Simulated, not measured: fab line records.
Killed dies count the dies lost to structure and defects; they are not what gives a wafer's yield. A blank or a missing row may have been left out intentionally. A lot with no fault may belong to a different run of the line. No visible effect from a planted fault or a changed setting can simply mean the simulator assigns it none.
Comparing a struck lot with a sound one | flow n5 finfet | 38 out of 1938 route steps
Sound: the wafers L261.2, L261.4, L261.5. Struck: wafer L271.3 (L271.5, L271.6, from the same lot, were not struck and are left out); the cause is given at the end.
Per side, at each step with rows, come the tool, then ch with its chambers, and then its first start. Under that, the readings that differ: sound wafers | struck wafers | difference of the means | sigmas: that difference in standard deviations of wafers without a fault.
alike: same words and numbers on both sides, and readings whose means sit less than 2 such deviations apart. not compared: any withheld reading, any reading some wafer has no value for, any bound like >300 that may hide the same value, and any number with overlapping values for which the record gives no deviation.
A row with sigmas, a row that says differs or no value, or rows on one side alone: a step with any of these is where the two part. Non-overlapping numbers with no deviation appear without sigmas and do not part them. Lack of a reading on every wafer of one side parts them only where that side has two or more wafers.

first, 11 steps without rows for these wafers: N5_BEOL_M0_SAQP_STRIP_108 (strips in N2/H2); N5_BEOL_M0_SAQP_RECESS_109 (chemistry HF/NH3, target SiO2, target depth 3 nm, afs cycles 1, sublimation time 60 s); N5_BEOL_M0_SAQP_SPACER2_ALD_26 (deposits SiO2, target thk 15 nm, pulse time 1 s, purge time 2 s); N5_BEOL_M0_SAQP_SPACER2_ETCHBACK_27 (etches SiO2 in CHF3/O2, target depth 22.5 nm, time 11.25 s); N5_BEOL_M0_SAQP_MANDREL2_REMOVE_110 (chemistry HBr/Cl2/O2, target a-Si, stops on SiCN, bt time 10 s); N5_BEOL_M0_SAQP_COAT_69 (time 60 s, resist thk 90 nm); N5_BEOL_M0_SAQP_COAT_72 (time 60 s, resist thk 15 nm); N5_BEOL_M0_SAQP_COAT_87 (time 60 s, resist thk 5 nm); N5_BEOL_M0_SAQP_COAT_34 (resist thk 30 nm); N5_BEOL_M0_SAQP_EBR_36; N5_BEOL_M0_SAQP_SOFTBAKE_35 (time 60 s).
N5_BEOL_M0_SAQP_EXPOSE_37: exposes mask M0 CUT1, target cd 30 nm.
  sound on euv scanner-02 ch 0, day 6 22:45; struck on euv scanner-02 ch 0, day 9 03:35
  alike: mask
then, 2 steps without rows for these wafers: N5_BEOL_M0_SAQP_PEB_38 (peb time 60 s); N5_BEOL_M0_SAQP_DEVELOP_39 (develop time 30 s).
N5_BEOL_M0_SAQP_CD_MEAS_40: the cd target is 30 nm.
  sound on cd sem-01 ch 0, day 6 22:53; struck on cd sem-02 ch 0, day 9 03:42
  reading    | sound          | struck | difference | sigmas
  cd nm (nm) | 30.1 30.0 30.7 | 27.5   | -2.8       | -8
N5_BEOL_M0_SAQP_DESCUM_45: chemistry O2, time 7 s.
  sound on rie diel-04 ch 1,2, day 6 23:00; struck on rie diel-03 ch 3, day 9 03:49
  reading                       | sound        | struck | difference | sigmas
  drypump motor current A (A)   | 4.8 5.6 4.8  | 6.2    | +1.1       | +2
  model.BEOL_M0_SAQP.cd nm (nm) | 30.4 30 30.4 | 27.4   | -2.9       |
  alike: o2 flow sccm, oes product au, rf vpp V, showerhead plenum p Torr, throttle valve pct
  not compared: rf hours counter h
then, 6 steps without rows for these wafers: N5_BEOL_M0_SAQP_ETCH_88 (etches underlayer in N2/H2, target depth 6.5 nm, time 5.2 s); N5_BEOL_M0_SAQP_ETCH_73 (etches SiARC in CF4, target depth 19.5 nm, time 32.5 s); N5_BEOL_M0_SAQP_CUT_ETCH_46 (etches SOC in N2/H2, target depth 135 nm, overetch 27 nm, time 202.5 s); N5_BEOL_M0_SAQP_STRIP_74 (strips in N2/H2); N5_BEOL_M0_SAQP_STRIP_89 (strips in N2/H2); N5_BEOL_M0_SAQP_ALD_48 (deposits SiO2, target thk 20 nm, pulse time 1 s, co reactant pulse time 1 s).
N5_BEOL_M0_SAQP_ETCH_49: etches SiO2 in CF4/O2, target depth 37 nm.
  sound on rie diel-04 ch 0,1,2, day 6 23:53; struck on rie diel-03 ch 1, day 9 06:05
  reading                       | sound          | struck | difference | sigmas
  model.BEOL_M0_SAQP.cd nm (nm) | 30.4 30.4 30.8 | 27.8   | -2.7       |
  alike: O2_flow_sccm, drypump motor current A, oes_f_703_au, oes product au, rf vpp V, showerhead plenum p Torr, throttle valve pct
  not compared: rf hours counter h
then, 13 steps without rows for these wafers: N5_BEOL_M0_SAQP_STRIP_75 (strips in CF4); N5_BEOL_M0_CUTY_COAT_50 (time 60 s, resist thk 15 nm); N5_BEOL_M0_CUTY_COAT_51 (resist thk 150 nm); N5_BEOL_M0_CUTY_EBR_52; N5_BEOL_M0_CUTY_SOFTBAKE_53 (time 60 s); N5_BEOL_M0_CUTY_EXPOSE_54 (exposes mask M0 ABLK); N5_BEOL_M0_CUTY_PEB_55 (peb time 60 s); N5_BEOL_M0_CUTY_DEVELOP_56 (develop time 30 s); N5_BEOL_M0_CUTY_DESCUM_61 (chemistry O2, time 7.9 s); N5_BEOL_M0_CUTY_ETCH_62 (etches SiARC in CF4, time 58.5 s); N5_BEOL_M0_CUTY_ETCH_63 (etches SOC in N2/H2, target depth 82.7 nm, overetch 16.5 nm, time 124 s); N5_BEOL_M0_CUTY_STRIP_64 (strips in N2/H2); N5_BEOL_M0_ETCH_138 (etches SiCN in CH3F/O2, target depth 12 nm, time 31.6 s).
N5_BEOL_M4_RC_MEAS_101:
  the record has rows for the sound wafers here (prober-01 ch 0, day 9 15:09) and none for the struck ones
-- record jumps: 8 days separate the struck wafers' starts on either side; left off in module BEOL_M4, taken up again in module PASSIVATION, whose first shown step is the route's number 1936 --
N5_PASSIVATION_PROBE_49:
  the record has rows for the struck wafers here (prober-01, day 17 06:19) and none for the sound ones

== WHERE THEY PART ==
Last at N5_PASSIVATION_PROBE_49 as far as this record goes, first at N5_BEOL_M0_SAQP_CD_MEAS_40.

WHY: what the simulator had put in
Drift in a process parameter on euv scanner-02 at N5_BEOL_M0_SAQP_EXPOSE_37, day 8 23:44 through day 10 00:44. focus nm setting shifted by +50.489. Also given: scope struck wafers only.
